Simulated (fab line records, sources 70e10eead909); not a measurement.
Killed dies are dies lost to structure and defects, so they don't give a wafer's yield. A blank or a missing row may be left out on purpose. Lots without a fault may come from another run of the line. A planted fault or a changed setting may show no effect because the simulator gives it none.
Chamber matching | flow nand_harc | NHARC_A_STAIRCASE_ALD_420 on ald_hk-04: 4 sister chambers
The step deposits SiO2, target thk 20 nm, pulse time 6 s, ald cycles 200. 4 wafers are shown with their chamber, then 10 later ones without.

WAFERS WITH THEIR CHAMBER
wafer  | chamber | heater_power_w (W)
L083.2 | 1       | 368
L083.3 | 3       | 401
L083.1 | 0       | 434
L083.5 | 2       | 484

WAFERS WITHOUT THEIR CHAMBER
wafer  | heater_power_w (W)
L083.6 | 410
L085.2 | 408
L085.3 | 386
L085.4 | 485
L093.1 | 441
L093.4 | 468
L093.6 | 363
L094.2 | 371
L094.3 | 402
L094.4 | 434

WHICH CHAMBER EACH WENT THROUGH
wafer  | from the rows above     | in truth
L083.6 | can't be placed: 3 or 0 | 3
L085.2 | 3                       | 3
L085.3 | can't be placed: 3 or 1 | 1
L085.4 | 2                       | 2
L093.1 | 0                       | 0
L093.4 | 2                       | 2
L093.6 | 1                       | 1
L094.2 | 1                       | 1
L094.3 | 3                       | 3
L094.4 | 0                       | 0
Placed correctly: 8 of 10. Can't be placed from these rows: 2 (the true chamber is among the candidates in 2). Placed wrongly: 0.
How it was worked out, from the rows above alone: a wafer's distance from a chamber is the root of the sum, over the readings, of the square of ((its reading less the chamber's mean) divided by the reading's scatter). The wafer belongs to the nearest chamber; if the next one is less than 2 further off, it can't be placed. A chamber's mean is the mean of its shown wafers. The scatter: with one shown wafer a chamber, the root of the mean of the squares of how far each hidden wafer lies from its nearest shown one.
